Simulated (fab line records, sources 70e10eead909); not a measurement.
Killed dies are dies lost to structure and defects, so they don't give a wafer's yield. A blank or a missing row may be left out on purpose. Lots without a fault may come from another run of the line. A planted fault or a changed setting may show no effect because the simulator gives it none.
Which tool did it? | flow nand_harc | 24 lots, 72 wafers sampled, at 6 steps of a route of 1302

WHAT THE GAUGES READ, wafer by wafer
NHARC_P_ZERO_WELL_CD_MEAS_37: target cd 720 nm. Usual: cd_nm 719.5 nm, standard deviation 1.8.
lot  | measured     | on        | cd_nm (nm)        | flag
L074 | day 2 00:09  | cd_sem-01 | 718.8 718.9 716.8 |
L075 | day 2 10:13  | cd_sem-01 | 719.9 719.1 719.7 |
L076 | day 2 20:04  | cd_sem-03 | 722.9 722.7 718.3 |
L077 | day 3 06:13  | cd_sem-01 | 718.6 719.0 720.8 |
L078 | day 3 16:19  | cd_sem-02 | 718.5 719.0 720.1 |
L079 | day 4 04:02  | cd_sem-03 | 718.5 717.5 718.6 |
L080 | day 4 12:03  | cd_sem-01 | 717.7 718.0 719.6 |
L081 | day 4 22:05  | cd_sem-01 | 718.6 717.2 718.5 |
L082 | day 5 08:20  | cd_sem-03 | 719.1 721.9 717.7 |
L083 | day 5 18:05  | cd_sem-01 | 717.6 720.6 721.3 |
L084 | day 6 04:21  | cd_sem-01 | 721.5 720.6 723.8 |
L085 | day 6 14:13  | cd_sem-03 | 720.4 717.0 716.4 |
L086 | day 7 00:08  | cd_sem-02 | 718.7 716.4 719.4 |
L087 | day 7 10:17  | cd_sem-02 | 719.6 716.4 718.0 |
L088 | day 7 20:15  | cd_sem-01 | 718.1 719.6 716.8 |
L089 | day 8 06:20  | cd_sem-01 | 720.7 720.7 721.5 |
L090 | day 8 16:25  | cd_sem-03 | 721.6 720.2 721.6 |
L091 | day 9 02:16  | cd_sem-02 | 718.3 718.3 717.4 |
L092 | day 9 12:06  | cd_sem-02 | 720.3 717.6 719.4 |
L093 | day 9 22:25  | cd_sem-01 | 721.8 718.3 718.8 |
L094 | day 10 08:16 | cd_sem-03 | 722.6 717.3 722.6 |
L095 | day 10 18:07 | cd_sem-01 | 719.9 719.7 720.0 |
L096 | day 11 04:49 | cd_sem-02 | 719.4 720.0 720.0 |
L097 | day 11 13:59 | cd_sem-02 | 719.1 717.0 718.8 |

NHARC_P_CONTACT_CD_MEAS_12: target cd 90 nm. Usual: cd_nm 89.7 nm, standard deviation 0.6.
lot  | measured     | on        | cd_nm (nm)     | flag
L074 | day 5 16:58  | cd_sem-01 | 89.9 89.2 90.0 |
L075 | day 6 08:10  | cd_sem-03 | 89.6 89.9 89.9 |
L076 | day 6 12:29  | cd_sem-03 | 89.8 89.0 88.8 |
L077 | day 7 02:12  | cd_sem-02 | 89.7 91.2 90.2 |
L078 | day 7 17:47  | cd_sem-01 | 89.7 90.1 90.3 |
L079 | day 8 07:31  | cd_sem-02 | 88.2 88.9 89.2 |
L080 | day 8 06:22  | cd_sem-03 | 89.5 90.0 88.8 |
L081 | day 8 17:49  | cd_sem-03 | 88.8 89.4 89.2 |
L082 | day 9 11:00  | cd_sem-01 | 89.9 89.8 88.8 |
L083 | day 9 17:57  | cd_sem-01 | 90.5 89.4 89.4 |
L084 | day 10 05:35 | cd_sem-03 | 89.5 89.6 89.5 |
L085 | day 10 23:01 | cd_sem-01 | 89.4 90.1 89.6 |
L086 | day 10 23:55 | cd_sem-02 | 89.6 89.6 89.5 |
L087 | day 11 05:35 | cd_sem-02 | 89.8 89.6 90.8 |
L088 | day 12 01:14 | cd_sem-03 | 90.0 91.1 90.5 |
L089 | day 11 22:42 | cd_sem-02 | 90.6 91.0 90.6 |
L090 | day 12 15:43 | cd_sem-01 | 89.3 89.7 89.0 |
L091 | day 12 22:28 | cd_sem-03 | 89.9 89.3 88.5 |
L092 | day 13 10:47 | cd_sem-03 | 89.5 89.1 88.4 |
L093 | day 13 15:20 | cd_sem-03 | 90.1 90.7 90.4 |
L094 | day 14 08:50 | cd_sem-02 | 89.8 88.7 89.5 |
L095 | day 14 09:04 | cd_sem-01 | 90.0 89.6 90.0 |
L096 | day 15 00:30 | cd_sem-03 | 90.9 90.1 90.5 |
L097 | day 15 08:09 | cd_sem-02 | 89.5 90.0 90.3 |

WHICH TOOL RAN EACH LOT (tool, then ch and the chambers of the sampled wafers, then the start)
lot  | NHARC_P_ZERO_WELL_ETCH_62                     | NHARC_P_ZERO_WELL_ETCH_63        | NHARC_P_ZERO_WELL_DESCUM_39        | NHARC_P_GATE_STRIP_112
L074 | rie_diel-12 ch 1,2,3, day 1 21:34 or earlier  | rie_si-03 ch 0,1,2, day 1 21:34  | rie_diel-01 ch 0,3, day 2 00:19    | plasma_asher-02 ch 0,1, day 5 11:07
L075 | rie_diel-12 ch 1,2, day 2 07:43 or earlier    | rie_si-03 ch 1,3, day 2 07:43    | rie_diel-12 ch 1,2,3, day 2 10:30  | plasma_asher-02 ch 0,1, day 6 02:26
L076 | rie_diel-01 ch 0,1, day 2 17:47 or earlier    | rie_si-01 ch 0,1,2, day 2 17:47  | rie_diel-12 ch 1,2,3, day 2 20:15  | plasma_asher-02 ch 0,1, day 6 06:40
L077 | rie_diel-04 ch 0,1,3, day 3 03:41 or earlier  | rie_si-01 ch 0,1,2, day 3 03:41  | rie_diel-01 ch 1,2,3, day 3 06:24  | plasma_asher-02 ch 0, day 6 20:21
L078 | rie_diel-04 ch 0,1,2, day 3 13:40 or earlier  | rie_si-02 ch 0,1,2, day 3 13:40  | rie_diel-04 ch 0,1,3, day 3 16:30  | plasma_asher-01 ch 0, day 7 12:06
L079 | rie_diel-04 ch 0,1,3, day 3 23:41 or earlier  | rie_si-01 ch 0,1,2, day 3 23:41  | rie_diel-04 ch 0,1,2, day 4 04:12  | plasma_asher-02 ch 0,1, day 8 01:10
L080 | rie_diel-04 ch 1,2,3, day 4 09:38 or earlier  | rie_si-03 ch 0,2,3, day 4 09:38  | rie_diel-04 ch 0,1, day 4 12:13    | plasma_asher-02 ch 0,1, day 8 00:35
L081 | rie_diel-04 ch 1,3, day 4 19:40 or earlier    | rie_si-02 ch 1,2,3, day 4 19:40  | rie_diel-04 ch 0,1, day 4 22:15    | plasma_asher-01 ch 0, day 8 11:49
L082 | rie_diel-12 ch 0,1,2, day 5 05:46 or earlier  | rie_si-03 ch 1,3, day 5 05:46    | rie_diel-04 ch 2,3, day 5 08:29    | plasma_asher-02 ch 0,1, day 9 05:17
L083 | rie_diel-04 ch 1,2,3, day 5 15:40 or earlier  | rie_si-01 ch 1,3, day 5 15:40    | rie_diel-01 ch 0,2,3, day 5 18:17  | plasma_asher-01 ch 0,1, day 9 12:01
L084 | rie_diel-01 ch 2,3, day 6 01:47 or earlier    | rie_si-02 ch 0,1, day 6 01:47    | rie_diel-04 ch 0,3, day 6 04:32    | plasma_asher-02 ch 0,1, day 9 23:47
L085 | rie_diel-04 ch 0,1, day 6 11:34 or earlier    | rie_si-01 ch 1,3, day 6 11:34    | rie_diel-01 ch 0,1,3, day 6 14:24  | plasma_asher-01 ch 0, day 10 17:28
L086 | rie_diel-04 ch 0,1,3, day 6 21:39 or earlier  | rie_si-02 ch 1,2, day 6 21:39    | rie_diel-12 ch 0,2,3, day 7 00:18  | plasma_asher-01 ch 0,1, day 10 18:01
L087 | rie_diel-12 ch 1,3, day 7 07:51 or earlier    | rie_si-02 ch 0,2,3, day 7 07:51  | rie_diel-01 ch 0,3, day 7 10:28    | plasma_asher-01 ch 0,1, day 10 23:36
L088 | rie_diel-12 ch 0,2, day 7 17:40 or earlier    | rie_si-02 ch 0,2,3, day 7 17:40  | rie_diel-04 ch 0,1, day 7 20:25    | plasma_asher-01 ch 0,1, day 11 19:22
L089 | rie_diel-12 ch 1,2,3, day 8 03:46 or earlier  | rie_si-03 ch 0,1,3, day 8 03:46  | rie_diel-01 ch 1,2,3, day 8 06:29  | plasma_asher-01 ch 0,1, day 11 16:51
L090 | rie_diel-01 ch 2,3, day 8 13:47 or earlier    | rie_si-03 ch 0,2,3, day 8 13:47  | rie_diel-01 ch 0,2, day 8 16:34    | plasma_asher-01 ch 1, day 12 09:50
L091 | rie_diel-12 ch 1,2,3, day 8 23:42 or earlier  | rie_si-02 ch 2,3, day 8 23:42    | rie_diel-01 ch 1,2,3, day 9 02:26  | plasma_asher-02 ch 0,1, day 12 16:43
L092 | rie_diel-01 ch 0,1, day 9 09:41 or earlier    | rie_si-02 ch 0,1,2, day 9 09:41  | rie_diel-12 ch 2,3, day 9 12:51    | plasma_asher-01 ch 0,1, day 13 04:46
L093 | rie_diel-04 ch 0,3, day 9 19:57 or earlier    | rie_si-01 ch 1,2, day 9 19:57    | rie_diel-04 ch 0,1,3, day 9 22:35  | plasma_asher-02 ch 0,1, day 13 09:32
L094 | rie_diel-12 ch 1,2, day 10 05:40 or earlier   | rie_si-01 ch 1,2,3, day 10 05:40 | rie_diel-04 ch 1,3, day 10 08:25   | plasma_asher-01 ch 1, day 14 03:01
L095 | rie_diel-01 ch 0,1, day 10 15:41 or earlier   | rie_si-02 ch 1,2,3, day 10 15:41 | rie_diel-12 ch 0,1, day 10 18:16   | plasma_asher-02 ch 0,1, day 14 03:14
L096 | rie_diel-01 ch 0,1, day 11 02:11 or earlier   | rie_si-01 ch 0,1,2, day 11 02:11 | rie_diel-01 ch 0,1,2, day 11 05:00 | plasma_asher-01 ch 0,1, day 14 18:49
L097 | rie_diel-01 ch 0,2,3, day 11 11:41 or earlier | rie_si-01 ch 0,1,3, day 11 11:41 | rie_diel-04 ch 1,3, day 11 14:09   | plasma_asher-01 ch 0,1, day 15 02:25
- NHARC_P_ZERO_WELL_ETCH_62: etches the open film in CHF3/Ar, target depth 13 nm, time 6.5 s.
- NHARC_P_ZERO_WELL_ETCH_63: etches the open film in HBr/Cl2, target depth 120 nm, time 40.1 s.
- NHARC_P_ZERO_WELL_DESCUM_39: chemistry O2, time 3 s.
- NHARC_P_GATE_STRIP_112: strips in N2/H2, time 200 s.

WHAT THE TOOLS THEMSELVES READ (means of the sampled wafers that have a number; where no wafer has one, the mark that the record gives instead)
NHARC_P_ZERO_WELL_ETCH_62. Usual: drypump_motor_current_A 5.7 A, standard deviation 0.41; oes_product_au 0.963 a.u., standard deviation 0.018; rf_vpp_V 370.1 V, standard deviation 2.6; showerhead_plenum_p_Torr 2.32 Torr, standard deviation 0.11; throttle_valve_pct 20.218 %, standard deviation 0.0096.
lot  | tool        | drypump_motor_current_A (A) | oes_product_au (a.u.) | rf_vpp_V (V) | showerhead_plenum_p_Torr (Torr) | throttle_valve_pct (%) | flag
L074 | rie_diel-12 | 5.6                         | 0.967                 | 371.8        | 2.43                            | 20.219                 |
L075 | rie_diel-12 | 5.5                         | 0.948                 | 371.9        | 2.40                            | 20.215                 |
L076 | rie_diel-01 | 5.7                         | 0.947                 | 372.0        | 2.44                            | 20.211                 |
L077 | rie_diel-04 | 6.0                         | 0.976                 | 368.8        | 2.27                            | 20.227                 |
L078 | rie_diel-04 | 5.9                         | 0.927                 | 368.2        | 2.25                            | 20.219                 |
L079 | rie_diel-04 | 6.0                         | 0.981                 | 368.9        | 2.26                            | 20.216                 |
L080 | rie_diel-04 | 5.4                         | 0.974                 | 368.8        | 2.25                            | 20.223                 |
L081 | rie_diel-04 | 5.6                         | 0.968                 | 368.5        | 2.26                            | 20.216                 |
L082 | rie_diel-12 | 5.8                         | 0.958                 | 371.0        | 2.34                            | 20.229                 |
L083 | rie_diel-04 | 5.4                         | 0.970                 | 369.3        | 2.25                            | 20.216                 |
L084 | rie_diel-01 | 5.9                         | 0.956                 | 370.0        | 2.32                            | 20.223                 |
L085 | rie_diel-04 | 6.4                         | 0.987                 | 369.6        | 2.26                            | 20.213                 |
L086 | rie_diel-04 | 6.0                         | 0.981                 | 368.2        | 2.26                            | 20.222                 |
L087 | rie_diel-12 | 5.7                         | 0.942                 | 373.6        | 2.45                            | 20.216                 |
L088 | rie_diel-12 | 6.0                         | 0.973                 | 368.3        | 2.22                            | 20.213                 |
L089 | rie_diel-12 | 5.6                         | 0.949                 | 371.8        | 2.41                            | 20.221                 |
L090 | rie_diel-01 | 5.8                         | 0.955                 | 368.9        | 2.28                            | 20.205                 |
L091 | rie_diel-12 | 5.6                         | 0.968                 | 371.9        | 2.41                            | 20.219                 |
L092 | rie_diel-01 | 5.6                         | 0.979                 | 372.8        | 2.44                            | 20.214                 |
L093 | rie_diel-04 | 5.9                         | 0.956                 | 367.6        | 2.21                            | 20.222                 |
L094 | rie_diel-12 | 5.6                         | 0.962                 | 372.2        | 2.44                            | 20.217                 |
L095 | rie_diel-01 | 5.7                         | 0.968                 | 372.4        | 2.42                            | 20.207                 |
L096 | rie_diel-01 | 5.7                         | 0.935                 | 371.8        | 2.41                            | 20.215                 |
L097 | rie_diel-01 | 5.8                         | 0.961                 | 369.9        | 2.32                            | 20.216                 |

NHARC_P_ZERO_WELL_ETCH_63. Usual: drypump_motor_current_A 5.8 A, standard deviation 0.4; mfc_cl2_sccm 50.00 sccm, standard deviation 0.14; oes_product_au 1.002 a.u., standard deviation 0.012; throttle_valve_pct 26.405 %, standard deviation 0.0094.
lot  | tool      | drypump_motor_current_A (A) | mfc_cl2_sccm (sccm) | oes_product_au (a.u.) | throttle_valve_pct (%) | flag
L074 | rie_si-03 | 5.7                         | 49.97               | 0.997                 | 26.392                 |
L075 | rie_si-03 | 5.5                         | 50.05               | 0.986                 | 26.398                 |
L076 | rie_si-01 | 5.7                         | 50.09               | 1.000                 | 26.410                 |
L077 | rie_si-01 | 5.6                         | 49.94               | 1.003                 | 26.406                 |
L078 | rie_si-02 | 6.3                         | 50.00               | 1.011                 | 26.408                 |
L079 | rie_si-01 | 5.6                         | 50.08               | 0.999                 | 26.400                 |
L080 | rie_si-03 | 5.9                         | 49.91               | 1.004                 | 26.403                 |
L081 | rie_si-02 | 6.0                         | 50.06               | 1.007                 | 26.402                 |
L082 | rie_si-03 | 5.8                         | 49.88               | 1.008                 | 26.413                 |
L083 | rie_si-01 | 6.0                         | 49.99               | 0.988                 | 26.409                 |
L084 | rie_si-02 | 6.2                         | 50.08               | 1.009                 | 26.407                 |
L085 | rie_si-01 | 6.0                         | 50.14               | 0.988                 | 26.401                 |
L086 | rie_si-02 | 6.4                         | 49.94               | 1.010                 | 26.406                 |
L087 | rie_si-02 | 6.0                         | 49.99               | 1.010                 | 26.403                 |
L088 | rie_si-02 | 6.0                         | 50.07               | 1.003                 | 26.404                 |
L089 | rie_si-03 | 5.7                         | 50.08               | 1.009                 | 26.399                 |
L090 | rie_si-03 | 5.9                         | 49.83               | 1.009                 | 26.409                 |
L091 | rie_si-02 | 5.7                         | 50.02               | 1.018                 | 26.402                 |
L092 | rie_si-02 | 6.3                         | 50.03               | 1.005                 | 26.408                 |
L093 | rie_si-01 | 5.9                         | 50.08               | 1.004                 | 26.409                 |
L094 | rie_si-01 | 5.8                         | 50.01               | 0.999                 | 26.406                 |
L095 | rie_si-02 | 6.0                         | 50.05               | 1.006                 | 26.402                 |
L096 | rie_si-01 | 5.7                         | 50.10               | 1.008                 | 26.408                 |
L097 | rie_si-01 | 5.8                         | 49.99               | 1.001                 | 26.404                 |

NHARC_P_ZERO_WELL_DESCUM_39. Usual: drypump_motor_current_A 5.7 A, standard deviation 0.41; oes_product_au 1.002 a.u., standard deviation 0.0098; rf_vpp_V 57.6 V, standard deviation 0.89; showerhead_plenum_p_Torr 1.90 Torr, standard deviation 0.092; throttle_valve_pct 11.311 %, standard deviation 0.009.
lot  | tool        | drypump_motor_current_A (A) | oes_product_au (a.u.) | rf_vpp_V (V) | showerhead_plenum_p_Torr (Torr) | throttle_valve_pct (%) | flag
L074 | rie_diel-01 | 5.7                         | 0.997                 | 58.1         | 1.94                            | 11.317                 |
L075 | rie_diel-12 | 5.6                         | 1.001                 | 57.5         | 1.99                            | 11.312                 |
L076 | rie_diel-12 | 5.6                         | 1.008                 | 58.6         | 1.99                            | 11.310                 |
L077 | rie_diel-01 | 5.8                         | 0.993                 | 57.9         | 1.93                            | 11.308                 |
L078 | rie_diel-04 | 5.9                         | 1.009                 | 56.7         | 1.85                            | 11.308                 |
L079 | rie_diel-04 | 5.9                         | 1.003                 | 56.8         | 1.83                            | 11.312                 |
L080 | rie_diel-04 | 6.4                         | 1.011                 | 57.3         | 1.84                            | 11.308                 |
L081 | rie_diel-04 | 6.4                         | 1.004                 | 57.1         | 1.84                            | 11.323                 |
L082 | rie_diel-04 | 5.2                         | 0.998                 | 57.2         | 1.78                            | 11.317                 |
L083 | rie_diel-01 | 5.8                         | 1.005                 | 57.4         | 1.91                            | 11.300                 |
L084 | rie_diel-04 | 6.3                         | 1.005                 | 57.4         | 1.80                            | 11.307                 |
L085 | rie_diel-01 | 5.7                         | 1.011                 | 57.6         | 1.94                            | 11.304                 |
L086 | rie_diel-12 | 5.7                         | 1.007                 | 58.5         | 1.88                            | 11.314                 |
L087 | rie_diel-01 | 5.8                         | 0.999                 | 57.7         | 1.88                            | 11.302                 |
L088 | rie_diel-04 | 6.1                         | 1.000                 | 57.2         | 1.88                            | 11.315                 |
L089 | rie_diel-01 | 5.7                         | 0.996                 | 57.3         | 1.92                            | 11.313                 |
L090 | rie_diel-01 | 5.8                         | 1.013                 | 57.3         | 1.95                            | 11.317                 |
L091 | rie_diel-01 | 5.7                         | 1.000                 | 57.9         | 1.92                            | 11.315                 |
L092 | rie_diel-12 | 5.5                         | 1.005                 | 58.0         | 1.94                            | 11.313                 |
L093 | rie_diel-04 | 6.0                         | 1.012                 | 58.1         | 1.83                            | 11.301                 |
L094 | rie_diel-04 | 5.7                         | 1.005                 | 56.9         | 1.87                            | 11.309                 |
L095 | rie_diel-12 | 6.1                         | 0.994                 | 58.0         | 1.85                            | 11.309                 |
L096 | rie_diel-01 | 5.7                         | 1.004                 | 57.3         | 1.96                            | 11.312                 |
L097 | rie_diel-04 | 5.6                         | 0.994                 | 57.1         | 1.83                            | 11.306                 |

NHARC_P_GATE_STRIP_112. Usual: drypump_motor_current_A 5.6 A, standard deviation 0.42; heater_power_w 96 W, standard deviation 12.
lot  | tool            | drypump_motor_current_A (A) | heater_power_w (W) | flag
L074 | plasma_asher-02 | 5.8                         | 89                 |
L075 | plasma_asher-02 | 5.8                         | 91                 |
L076 | plasma_asher-02 | 5.8                         | 90                 |
L077 | plasma_asher-02 | 5.9                         | 93                 |
L078 | plasma_asher-01 | 6.0                         | 107                |
L079 | plasma_asher-02 | 5.8                         | 85                 |
L080 | plasma_asher-02 | 5.8                         | 89                 |
L081 | plasma_asher-01 | 6.0                         | 112                |
L082 | plasma_asher-02 | 5.8                         | 90                 |
L083 | plasma_asher-01 | 5.7                         | 106                |
L084 | plasma_asher-02 | 5.8                         | 91                 |
L085 | plasma_asher-01 | 6.0                         | 114                |
L086 | plasma_asher-01 | 5.7                         | 108                |
L087 | plasma_asher-01 | 5.6                         | 107                |
L088 | plasma_asher-01 | 5.7                         | 107                |
L089 | plasma_asher-01 | 5.7                         | 106                |
L090 | plasma_asher-01 | 5.0                         | 94                 |
L091 | plasma_asher-02 | 5.8                         | 83                 |
L092 | plasma_asher-01 | 5.3                         | 101                |
L093 | plasma_asher-02 | 5.8                         | 88                 |
L094 | plasma_asher-01 | 5.0                         | 94                 |
L095 | plasma_asher-02 | 5.9                         | 89                 |
L096 | plasma_asher-01 | 5.3                         | 100                |
L097 | plasma_asher-01 | 5.7                         | 106                |

THE ANSWER, worked out from the rows above alone
Rule: a lot is off if the mean of its wafers that have a number lies more than 3 standard deviations from the usual mean. A lot without any number at a reading at which 4 lots or more have one is off too. The other lots that the step has rows for count as sound. The gauges are gone through in route order, then the tools' own readings, and for those a lot's mean is taken as printed above. The first step at which some lot is off is used, and at that step the reading that is off furthest; a lot without a number counts as furthest.
No lot is off at any reading shown: from this, nothing can be told.

WHAT THE SIMULATOR HAD PUT IN
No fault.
